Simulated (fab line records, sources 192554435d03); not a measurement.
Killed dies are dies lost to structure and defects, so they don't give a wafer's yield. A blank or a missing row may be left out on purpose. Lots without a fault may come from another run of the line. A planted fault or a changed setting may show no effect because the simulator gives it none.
fab line records | flow n5_finfet
record lots=7 wafers=21
route steps=1938 shown BEOL_M4@1037 BEOL_M5@1177 BEOL_M6@1233 BEOL_M7@1308 BEOL_M8@1335
start_h: hours from the record's first day to the start of the lot's first wafer shown | wait_h: hours since the lot's step before | " the same as in the row above | L1.1+2: a row that stands for several wafers | - no value, or no start given | * or withheld: withheld | < > ~ a bound
route shown NAME@n: a module of which the file shows steps, and the number in the route of the first | usual: mean/standard deviation of fault-free wafers | same: alike in all rows | chamber/n: place in a boat | sites: the reading at each site | _std_site: their standard deviation | _edge_site: outer sites' mean less inner sites' | radius_mm: how far each site lies from the wafer's centre | mask NAME#n: copy n | behind: the tool/chamber that last shaped the wafer | hold: why the lot was held/for how many hours/how that ended | device: the transistor (n, p or np) that didn't switch | end of line: the same wafers' tests at the end of the route | a step without rows: its recipe alone | killed: dies lost to structure and defects at the first sort, not the wafer's yield | map: a wafer's dies, x killed, . not, _ none there
set.NAME: the setting as run; set.NAME@STEP: as run at that earlier step | model.NAME: the simulator's own value behind a step, which no gauge read
lots whose settings were changed on purpose; a table a step, a row a wafer
## steps
# step N5_BEOL_M4_DESCUM_16
# recipe chemistry=O2 time_s=7 source_power_w=50 bias_power_w=20 pressure_mtorr=20 rf_frequency_hz=2.712e+07 temp_c=40 resist=CAR-EUV o2_flow_sccm=225
# columns lot.wafer tool chamber start_h wait_h set.time_s model.CAR-EUV_of_BEOL_M4_COAT_05.thk_nm
L079.3+5+6 rie_diel-06 2,3,2 195.75 0.3 7 26
L085.2 rie_diel-06 0 227.18 0.0 7 26.4
L085.5+6 " 1,2 " " 7 26.2
L084.1+6 rie_diel-02 1,0 228.14 0.2 7 26.2
L084.2 " 3 " " 8.513 25.4
L091.1+4+5 rie_diel-02 0,1,3 265.74 0.2 7 26.2
L092.3+4+5 rie_diel-02 0,1,2 273.71 0.1 7 26
L096.2+3 rie_diel-06 2,3 293.92 0.0 7.879 25.6
L096.4 " 1 " " 7 26
L097.1+2+4 rie_diel-06 0,1,2 301.70 0.0 7 26.2
# step N5_BEOL_M4_ETCH_74
# recipe chemistry=N2/H2 target=underlayer target_depth_a=65 mask_material=CAR-EUV time_s=5.2 ion_energy_ev=200 pressure_mtorr=30 source_w=840 bias_w=150 n2_flow_sccm=200 h2_flow_sccm=200 ends=cleared
# columns lot.wafer tool chamber start_h wait_h set.spin_rpm@BEOL_M4_COAT_73 model.etch.depth_nm
L079.3 rie_diel-06 2 195.78 0.0 1500 5.007
L079.5 " 3 " " 1500 4.998
L079.6 " 2 " " 1500 4.996
L085.2 rie_diel-06 0 227.22 0.0 1500 4.999
L085.5 " 1 " " 1500 5.001
L085.6 " 2 " " 1500 4.993
L084.1 rie_diel-02 1 228.17 0.0 1355 5.265
L084.2 " 3 " " 1500 5.006
L084.6 " 0 " " 1500 5.012
L091.1 rie_diel-02 0 265.78 0.0 1500 4.985
L091.4 " 1 " " 1402 5.148
L091.5 " 3 " " 1402 5.164
L092.3 rie_diel-02 0 273.74 0.0 1500 4.986
L092.4 " 1 " " 1386 5.206
L092.5 " 2 " " 1386 5.183
L096.2+3 rie_diel-06 2,3 293.96 0.0 1500 4.974
L096.4 " 1 " " 1547 4.9
L097.1 rie_diel-06 0 301.74 0.0 1500 5.003
L097.2 " 1 " " 1500 4.985
L097.4 " 2 " " 1500 5.007
# step N5_BEOL_M5_SPUTTER_81
# recipe material=Cu target_thk_a=150 temp_c=-20 chamber_pressure_pa=0.07 power_w=withheld time_s=27.62
# columns lot.wafer tool chamber start_h wait_h set.time_s model.Cu_of_BEOL_M5_SPUTTER_81.thk_nm
L079.3 pvd_sputter-01 - 211.09 0.5 27.62 15
L079.5+6 " - " " 27.62 14.8
L085.2 pvd_sputter-03 - 245.43 0.5 29.34 -
L085.5 " - " " 27.62 15
L085.6 " - " " 29.34 16
L084.1 pvd_sputter-02 - 247.92 0.5 29.34 -
L084.2 " - " " 27.62 15
L084.6 " - " " 29.34 15.8
L091.1 pvd_sputter-02 - 284.80 0.5 27.62 15
L091.4 " - " " 27.62 14.8
L091.5 " - " " 28.76 15.6
L092.3 pvd_sputter-03 - 292.84 0.5 27.62 15
L092.4 " - " " 27.62 15.2
L092.5 " - " " 29.88 16.6
L096.2 pvd_sputter-01 - 314.79 0.5 30.53 -
L096.3 " - " " 27.62 15.2
L096.4 " - " " 27.62 15.4
L097.1 pvd_sputter-01 - 319.44 0.5 27.62 15.2
L097.2 " - " " 25.69 14.2
L097.4 " - " " 25.69 -
# step N5_BEOL_M6_ETCH_66
# recipe chemistry=N2/H2 target=SOC target_depth_a=800 overetch_a=160 mask_material=SiARC temp_c=40 time_s=120 ion_energy_ev=200 pressure_mtorr=30 source_w=840 bias_w=150 n2_flow_sccm=200 h2_flow_sccm=200
# usual rf_vpp_V=524.9/2.4
# columns lot.wafer tool chamber start_h wait_h set.bias_w rf_vpp_V
L079.3 rie_diel-03 2 221.31 0.0 150 528.2
L079.5 " 2 " " 150 529.5
L079.6 " 3 " " 150 525.4
L085.2 rie_diel-03 0 255.05 0.0 150 522.8
L085.5 " 2 " " 150 527.1
L085.6 " 1 " " 150 526.6
L084.1 rie_diel-06 3 258.30 0.0 150 526.6
L084.2 " 0 " " 150 527.5
L084.6 " 0 " " 150 529.1
L091.1 rie_diel-06 0 291.94 0.0 150 526.7
L091.4 " 2 " " 142.4 507.5
L091.5 " 0 " " 142.4 510.8
L092.3 rie_diel-06 3 303.13 0.0 167.2 563.5
L092.4 " 2 " " 150 523.7
L092.5 " 0 " " 167.2 565.9
L096.2 rie_diel-06 1 322.73 0.0 129.3 473.9
L096.3 " 3 " " 129.3 479.7
L096.4 " 0 " " 150 528.1
L097.1 rie_diel-06 0 326.72 0.0 150 527.2
L097.2 " 3 " " 150 526.7
L097.4 " 2 " " 150 523.5
# step N5_BEOL_M6_ETCH_41
# recipe chemistry=CH3F/O2 target=SiCN target_depth_a=297 taper_deg=2 time_s=52 ion_energy_ev=120 mask_material=TiN pressure_mtorr=30 source_w=395 bias_w=75 Ar_flow_sccm=150 CH3F_flow_sccm=30 O2_flow_sccm=20
# columns lot.wafer tool chamber start_h wait_h set.time_s model.etch.depth_nm
L079.3 rie_diel-03 2 - - 52 19.76
L079.5 " 2 " " 52 19.71
L079.6 " 3 " " 52 20.01
L085.2 rie_diel-03 0 - - 43.1 16.1
L085.5 " 2 " " 43.1 16.59
L085.6 " 1 " " 52 20.17
L084.1 rie_diel-06 3 - - 52 20.68
L084.2 " 0 " " 59.99 22.68
L084.6 " 0 " " 59.99 22.55
L091.1 rie_diel-06 0 - - 48.84 18.47
L091.4 " 2 " " 48.84 18.9
L091.5 " 0 " " 48.84 18.66
L092.3 rie_diel-06 3 - - 52 20.71
L092.4 " 2 " " 52 19.96
L092.5 " 0 " " 52 19.5
L096.2 rie_diel-06 1 - - 52 19.74
L096.3 " 3 " " 52 20.95
L096.4 " 0 " " 52 19.57
L097.1 rie_diel-06 0 - - 52 19.53
L097.2 " 3 " " 52 20.6
L097.4 " 2 " " 41.23 15.87
# step N5_BEOL_M7_TRENCH_ETCH_37
# recipe chemistry=C4F6/O2 target_depth_a=934.78 target=SiCOH_lowk time_s=31.2 ion_energy_ev=250 pressure_mtorr=30 source_w=345 bias_w=185 Ar_flow_sccm=300 C4F6_flow_sccm=10 O2_flow_sccm=10
# columns lot.wafer tool chamber start_h wait_h set.time_s model.etch.depth_nm model.BEOL_M7.feature_depth_nm
L079.3 rie_diel-05 1 - - 31.2 90.74 90.8
L079.5 " 3 " " 31.2 93.27 93.2
L079.6 " 2 " " 31.2 93.48 93.4
L085.2 rie_diel-05 2 - - 31.2 92.98 93
L085.5 " 0 " " 24.97 74.84 74.8
L085.6 " 3 " " 31.2 91.81 91.8
L084.1 rie_diel-04 3 - - 31.2 95.63 95.6
L084.2 " 0 " " 33.7 100.4 100.4
L084.6 " 3 " " 33.7 103.8 103.8
L091.1 rie_diel-01 1 - - 36.75 113.3 113.4
L091.4 " 3 " " 36.75 115.2 115.2
L091.5 " 0 " " 31.2 93.93 94
L092.3 rie_diel-01 2 - - 31.2 92.92 93
L092.4 " 3 " " 31.2 97.21 97.2
L092.5 " 0 " " 31.2 93.08 93
L096.2 rie_diel-01 3 - - 31.2 97.74 97.8
L096.3 " 0 " " 31.2 93.28 93.2
L096.4 " 1 " " 31.2 96.01 96
L097.1 rie_diel-04 1 - - 36.27 106.3 106.2
L097.2 " 0 " " 36.27 109.7 109.8
L097.4 " 2 " " 36.27 107.5 107.4
# step N5_BEOL_M7_ETCH_41
# recipe chemistry=CH3F/O2 target=SiCN target_depth_a=319 taper_deg=2 time_s=57.8 ion_energy_ev=120 mask_material=TiN pressure_mtorr=30 source_w=395 bias_w=75 Ar_flow_sccm=150 CH3F_flow_sccm=30 O2_flow_sccm=20
# usual rf_vpp_V=297.6/1.3
# columns lot.wafer tool chamber start_h wait_h set.source_w rf_vpp_V model.etch.depth_nm
L079.3 rie_diel-05 1 - - 395 296.3 21.34
L079.5 " 3 " " 395 298.0 21.55
L079.6 " 2 " " 395 297.9 21.77
L085.2 rie_diel-05 2 - - 395 297.3 21.71
L085.5 " 0 " " 395 298.3 22.19
L085.6 " 3 " " 395 298.3 21.69
L084.1 rie_diel-04 3 - - 395 297.7 22.5
L084.2 " 0 " " 395 297.8 22.04
L084.6 " 3 " " 419.6 292.8 23
L091.1 rie_diel-01 1 - - 395 298.6 22.25
L091.4 " 3 " " 395 297.2 22.72
L091.5 " 0 " " 376.7 304.0 21.34
L092.3 rie_diel-01 2 - - 330.7 313.4 20.44
L092.4 " 3 " " 395 298.7 22.74
L092.5 " 0 " " 330.7 319.0 20.42
L096.2 rie_diel-01 3 - - 434.4 287.2 23.49
L096.3 " 0 " " 434.4 290.8 22.85
L096.4 " 1 " " 395 297.8 22.38
L097.1 rie_diel-04 1 - - 395 296.9 21.57
L097.2 " 0 " " 395 299.1 22.37
L097.4 " 2 " " 358 305.6 21.04
# step N5_BEOL_M7_STRIP_80
# recipe chemistry=N2/H2 time_s=10 power_w=450 temp_c=40 pressure_mtorr=20 rf_frequency_hz=6e+07 bias_power_w=7 n2_flow_sccm=200 h2_flow_sccm=200
# step N5_BEOL_M7_OCD_MEAS_38
# usual trench_depth_nm=93.5/2.1
# columns lot.wafer tool chamber start_h wait_h set.time_s@BEOL_M7_TRENCH_ETCH_37 trench_depth_nm
L079.3 ocd-01 - 229.86 - 31.2 91.0
L079.5 " - " " 31.2 93.0
L079.6 " - " " 31.2 93.4
L085.2 ocd-01 - 264.62 - 31.2 93.2
L085.5 " - " " 24.97 74.7
L085.6 " - " " 31.2 91.3
L084.1 ocd-02 - 264.79 - 31.2 95.2
L084.2 " - " " 33.7 100.5
L084.6 " - " " 33.7 103.2
L091.1 ocd-01 - 299.52 - 36.75 113.3
L091.4 " - " " 36.75 115.1
L091.5 " - " " 31.2 93.8
L092.3 ocd-01 - 312.28 - 31.2 93.2
L092.4 " - " " 31.2 97.1
L092.5 " - " " 31.2 92.6
L096.2 ocd-01 - 332.23 - 31.2 98.1
L096.3 " - " " 31.2 93.9
L096.4 " - " " 31.2 95.6
L097.1 ocd-02 - 334.40 - 36.27 106.2
L097.2 " - " " 36.27 109.8
L097.4 " - " " 36.27 107.9
# step N5_BEOL_M7_HM_STRIP_39
# recipe chemistry=peroxide_tin_strip material=TiN target_depth_a=250 temp_c=50 time_s=158
# step N5_BEOL_M7_SRD_40
# recipe time_s=30 temp_c=23 rinse_liquid=diw dry=ipa_marangoni
# step N5_BEOL_M7_ECD_50
# recipe material=Cu target_thk_a=3000
# step N5_BEOL_M7_ANNEAL_51
# recipe temp_c=225 time_s=90 ambient=N2
# step N5_BEOL_M7_CMP_52
# recipe stop_on=SiCOH_lowk t_overpolish_s=6.9 down_force_psi=1 platen_rpm=50 clearing_platen_down_force_psi=1.5 clearing_platen_rpm=50 post_cmp_clean=cu_alkaline target_thk_nm=80 clearing_platen_pad_velocity_m_s=0.99484 pad_velocity_m_s=0.99484
# columns lot.wafer tool chamber start_h wait_h set.time_s@BEOL_M7_TRENCH_ETCH_37 model.Cu_of_BEOL_M7_ECD_50.thk_nm
L079.3 cmp-01 1 235.11 0.3 31.2 76.6
L079.6 " 3 " " 31.2 79.8
L079.5 " 0 " " 31.2 81
L085.2 cmp-03 0 266.57 0.2 31.2 79
L085.5 " 3 " " 24.97 62
L085.6 " 0 " " 31.2 77.6
L084.1 cmp-04 3 266.80 0.3 31.2 82
L084.2 " 1 " " 33.7 87.4
L084.6 " 0 " " 33.7 92.4
L091.1 cmp-04 3 301.71 0.3 36.75 99.4
L091.4 " 1 " " 36.75 102.8
L091.5 " 2 " " 31.2 82.4
L092.4 cmp-03 0 314.08 0.2 31.2 85.8
L092.3 " 1 " " 31.2 79
L092.5 " 3 " " 31.2 80.6
L096.2 cmp-04 3 335.43 0.4 31.2 84.8
L096.3 " 0 " " 31.2 81
L096.4 " 1 " " 31.2 84
L097.4 cmp-04 3 337.43 0.1 36.27 93.4
L097.1 " 0 " " 36.27 93.6
L097.2 " 1 " " 36.27 97.6
# step N5_BEOL_M7_THK_MEAS_53
# recipe thk_meas_gauge=xrf reads=Cu_of_BEOL_M7_ECD_50
# usual M7_THK=83.3/2.5
# columns lot.wafer tool chamber start_h wait_h set.time_s@BEOL_M7_TRENCH_ETCH_37 M7_THK[nm]
L079.3 film_metro-02 - 235.33 - 31.2 79.8
L079.5 " - " " 31.2 84.5
L079.6 " - " " 31.2 83.3
L085.2 film_metro-02 - 266.82 - 31.2 81.4
L085.5 " - " " 24.97 64.2
L085.6 " - " " 31.2 80.3
L084.1 film_metro-02 - 267.09 - 31.2 84.7
L084.2 " - " " 33.7 90.2
L084.6 " - " " 33.7 95.5
L091.1 film_metro-01 - 301.97 - 36.75 103.5
L091.4 " - " " 36.75 107.3
L091.5 " - " " 31.2 85.8
L092.3 film_metro-02 - 314.33 - 31.2 82.4
L092.4 " - " " 31.2 89.0
L092.5 " - " " 31.2 83.4
L096.2 film_metro-02 - 335.68 - 31.2 86.8
L096.3 " - " " 31.2 82.9
L096.4 " - " " 31.2 85.8
L097.1 film_metro-02 - 337.72 - 36.27 97.0
L097.2 " - " " 36.27 101.2
L097.4 " - " " 36.27 96.4
# step N5_BEOL_M7_PRE_CLEAN_55
# recipe gas=NH3 time_s=15 temp_c=withheld rf_power_w=300
# step N5_BEOL_M7_DEP_56
# recipe material=SiCN target_thk_a=100 temp_c=withheld precursor=3MS/NH3 pressure_torr=3 rf_w=202 time_s=17.5
# step N5_BEOL_M7_RS_MEAS_57
# recipe thk_meas_gauge=four-point-probe reads=Cu_of_BEOL_M7_ECD_50+Co_of_BEOL_M7_CVD_78+TaN_of_BEOL_M7_ALD_77
# usual M7_RS=0.284/0.0097
# columns lot.wafer tool chamber start_h wait_h set.time_s@BEOL_M7_TRENCH_ETCH_37 M7_RS[ohm/sq]
L079.3 film_metro-02 - 235.46 0.1 31.2 0.302
L079.5 " - " " 31.2 0.282
L079.6 " - " " 31.2 0.288
L085.2 film_metro-02 - 266.98 0.1 31.2 0.291
L085.5 " - " " 24.97 0.389
L085.6 " - " " 31.2 0.296
L084.1 film_metro-02 - 267.22 0.1 31.2 0.278
L084.2 " - " " 33.7 0.258
L084.6 " - " " 33.7 0.242
L091.1 film_metro-02 - 302.10 0.1 36.75 0.222
L091.4 " - " " 36.75 0.214
L091.5 " - " " 31.2 0.276
L092.3 film_metro-01 - 314.47 0.1 31.2 0.290
L092.4 " - " " 31.2 0.263
L092.5 " - " " 31.2 0.283
L096.2 film_metro-01 - 335.82 0.1 31.2 0.267
L096.3 " - " " 31.2 0.282
L096.4 " - " " 31.2 0.269
L097.1 film_metro-01 - 337.85 0.1 36.27 0.238
L097.2 " - " " 36.27 0.227
L097.4 " - " " 36.27 0.239
# step N5_BEOL_M8_PECVD_70
# recipe material=SiO2 target_thk_a=200 temp_c=400 precursor=TEOS/O2 pressure_torr=5.5 rf_w=450 teos_flow_sccm=53.8 gas=O2 flow_sccm=3000 time_s=22.7
# columns lot.wafer tool chamber start_h wait_h set.temp_c model.SiO2_of_BEOL_M8_PECVD_70.thk_nm
L079.3 pecvd-04 1 236.14 0.0 400 19.8
L079.5 " 2 " " 400 20.2
L079.6 " 1 " " 400 20.4
L085.2+5 pecvd-04 0 267.66 0.0 400 20.2
L085.6 " 1 " " 400 20
L084.1 pecvd-02 2 268.38 0.0 400 19.6
L084.2 " 1 " " 414.2 17.8
L084.6 " 2 " " 414.2 18.4
L091.1 pecvd-02 2 302.78 0.0 386.9 21.8
L091.4+5 " 0,1 " " 400 20
L092.3 pecvd-04 0 315.14 0.0 411.1 18.8
L092.4+5 " 1,2 " " 400 20.6
L096.2 pecvd-04 0 336.97 0.0 400 20.2
L096.3 " 1 " " 412.1 18.6
L096.4 " 2 " " 412.1 18.8
L097.1 pecvd-01 1 338.53 0.0 400 19.8
L097.2 " 2 " " 406.7 19.2
L097.4 " 0 " " 406.7 19
# step N5_BEOL_M8_COAT_05
# recipe resist=CAR-ArF spin_rpm=1500 resist_thk_nm=90
# columns lot.wafer tool chamber start_h wait_h set.spin_rpm model.CAR-ArF_of_BEOL_M8_COAT_05.thk_nm
L079.3 litho_track-04 0 - - 1500 89.8
L079.5 " 0 " " 1500 90
L079.6 " 0 " " 1500 90.2
L085.2 litho_track-04 0 - - 1660 85.2
L085.5 " 0 " " 1660 85.4
L085.6 " 0 " " 1500 89.8
L084.1 litho_track-02 0 - - 1500 90
L084.2 " 0 " " 1367 94.2
L084.6 " 0 " " 1500 89.6
L091.1+4 litho_track-03 0 - - 1500 90
L091.5 " 0 " " 1337 95.2
L092.3 litho_track-02 0 - - 1500 90.2
L092.4+5 " 0 " " 1547 89.2
L096.2+3 litho_track-04 0 - - 1500 89.8
L096.4 " 0 " " 1609 86.6
L097.1 litho_track-04 0 - - 1354 94.8
L097.2 " 0 " " 1500 90
L097.4 " 0 " " 1354 95
# step N5_BEOL_M8_EBR_07
# recipe solvent=PGMEA ebr_width_mm=1.5
# step N5_BEOL_M8_SOFTBAKE_06
# recipe temp_c=110 time_s=60 resist=CAR-ArF
# step N5_BEOL_M8_EXPOSE_08
# recipe mask_id=M8 na=1.35 source_shape=dipole sigma_inner=0.817 sigma_outer=0.97 polarization=te dose_mj=68.25
# step N5_BEOL_M8_PEB_09
# recipe peb_temp_c=withheld peb_time_s=60 resist=CAR-ArF
# step N5_BEOL_M8_DEVELOP_10
# recipe develop_time_s=30 developer=TMAH resist=CAR-ArF rinse_liquid=diw dry=air_spin dev_temp_c=23
# columns lot.wafer tool chamber start_h wait_h set.spin_rpm@BEOL_M8_COAT_05 model.CAR-ArF_of_BEOL_M8_COAT_05.thk_nm
L079.3 litho_track-03 0 - - 1500 88
L079.5 " 0 " " 1500 88.4
L079.6 " 0 " " 1500 88.6
L085.2 litho_track-03 0 - - 1660 83.6
L085.5 " 0 " " 1660 83.8
L085.6 " 0 " " 1500 88
L084.1 litho_track-04 0 - - 1500 88.4
L084.2 " 0 " " 1367 92.6
L084.6 " 0 " " 1500 88
L091.1 litho_track-03 0 - - 1500 88.4
L091.4 " 0 " " 1500 88.2
L091.5 " 0 " " 1337 93.4
L092.3 litho_track-03 0 - - 1500 88.4
L092.4+5 " 0 " " 1547 87.4
L096.2+3 litho_track-04 0 - - 1500 88
L096.4 " 0 " " 1609 85
L097.1+4 litho_track-04 0 - - 1354 93.2
L097.2 " 0 " " 1500 88.4
# step N5_BEOL_M8_DESCUM_16
# recipe chemistry=O2 time_s=7.9 source_power_w=50 bias_power_w=20 pressure_mtorr=20 rf_frequency_hz=2.712e+07 temp_c=40 resist=CAR-ArF o2_flow_sccm=225
# columns lot.wafer tool chamber start_h wait_h set.spin_rpm@BEOL_M8_COAT_05 model.CAR-ArF_of_BEOL_M8_COAT_05.thk_nm
L079.3 rie_diel-03 2 238.68 0.1 1500 83.2
L079.5+6 " 0,1 " " 1500 83.6
L085.2 rie_diel-03 2 269.97 0.4 1660 78.6
L085.5 " 1 " " 1660 78.8
L085.6 " 2 " " 1500 83.2
L084.1 rie_diel-03 0 270.22 0.5 1500 83.6
L084.2 " 3 " " 1367 87.8
L084.6 " 1 " " 1500 83
L091.1 rie_diel-03 0 304.59 0.0 1500 83.6
L091.4 " 3 " " 1500 83.4
L091.5 " 1 " " 1337 88.6
L092.3 rie_diel-02 2 317.71 0.0 1500 83.6
L092.4+5 " 1,2 " " 1547 82.6
L096.2+3 rie_diel-03 2,1 340.46 0.4 1500 83.2
L096.4 " 0 " " 1609 80.2
L097.1 rie_diel-06 3 341.55 0.7 1354 88.2
L097.2 " 0 " " 1500 83.6
L097.4 " 2 " " 1354 88.4
## key
split step=N5_BEOL_M4_DESCUM_16 setting=time_s stated=7 by=wafer
response step=N5_BEOL_M4_DESCUM_16 reading=model.CAR-EUV_of_BEOL_M4_COAT_05.thk_nm change=-0.0357 per=1% r=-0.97
split step=N5_BEOL_M5_SPUTTER_81 setting=time_s stated=27.62 by=wafer
response step=N5_BEOL_M5_SPUTTER_81 reading=model.Cu_of_BEOL_M5_SPUTTER_81.thk_nm change=+0.161 per=1% r=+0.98
split step=N5_BEOL_M6_ETCH_66 setting=bias_w stated=150 by=wafer
response step=N5_BEOL_M6_ETCH_66 reading=rf_vpp_V change=+3.64 per=1% r=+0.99
split step=N5_BEOL_M6_ETCH_41 setting=time_s stated=52 by=wafer
response step=N5_BEOL_M6_ETCH_41 reading=model.etch.depth_nm change=+0.19 per=1% r=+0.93
split step=N5_BEOL_M7_TRENCH_ETCH_37 setting=time_s stated=31.2 by=wafer
response step=N5_BEOL_M7_TRENCH_ETCH_37 reading=model.etch.depth_nm change=+0.981 per=1% r=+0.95
response step=N5_BEOL_M7_TRENCH_ETCH_37 reading=model.BEOL_M7.feature_depth_nm change=+0.981 per=1% r=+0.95
response step=N5_BEOL_M7_OCD_MEAS_38 reading=trench_depth_nm change=+0.984 per=1% r=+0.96
response step=N5_BEOL_M7_CMP_52 reading=model.Cu_of_BEOL_M7_ECD_50.thk_nm change=+0.926 per=1% r=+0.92
response step=N5_BEOL_M7_THK_MEAS_53 reading=M7_THK change=+0.958 per=1% r=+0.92
response step=N5_BEOL_M7_RS_MEAS_57 reading=M7_RS change=-0.00405 per=1% r=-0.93
split step=N5_BEOL_M7_ETCH_41 setting=source_w stated=395 by=wafer
response step=N5_BEOL_M7_ETCH_41 reading=rf_vpp_V change=-0.981 per=1% r=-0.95
response step=N5_BEOL_M7_ETCH_41 reading=model.etch.depth_nm change=+0.125 per=1% r=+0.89
split step=N5_BEOL_M8_PECVD_70 setting=temp_c stated=400 by=wafer
response step=N5_BEOL_M8_PECVD_70 reading=model.SiO2_of_BEOL_M8_PECVD_70.thk_nm change=-0.51 per=1% r=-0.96
split step=N5_BEOL_M8_COAT_05 setting=spin_rpm stated=1500 by=wafer
response step=N5_BEOL_M8_COAT_05 reading=model.CAR-ArF_of_BEOL_M8_COAT_05.thk_nm change=-0.465 per=1% r=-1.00
response step=N5_BEOL_M8_DEVELOP_10 reading=model.CAR-ArF_of_BEOL_M8_COAT_05.thk_nm change=-0.453 per=1% r=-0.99
response step=N5_BEOL_M8_DESCUM_16 reading=model.CAR-ArF_of_BEOL_M8_COAT_05.thk_nm change=-0.457 per=1% r=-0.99
split outside_this_file step=N5_BEOL_M4_COAT_73 setting=spin_rpm
# split outside_this_file: this setting was split too, and the file shows its column; the key of that split is in another file
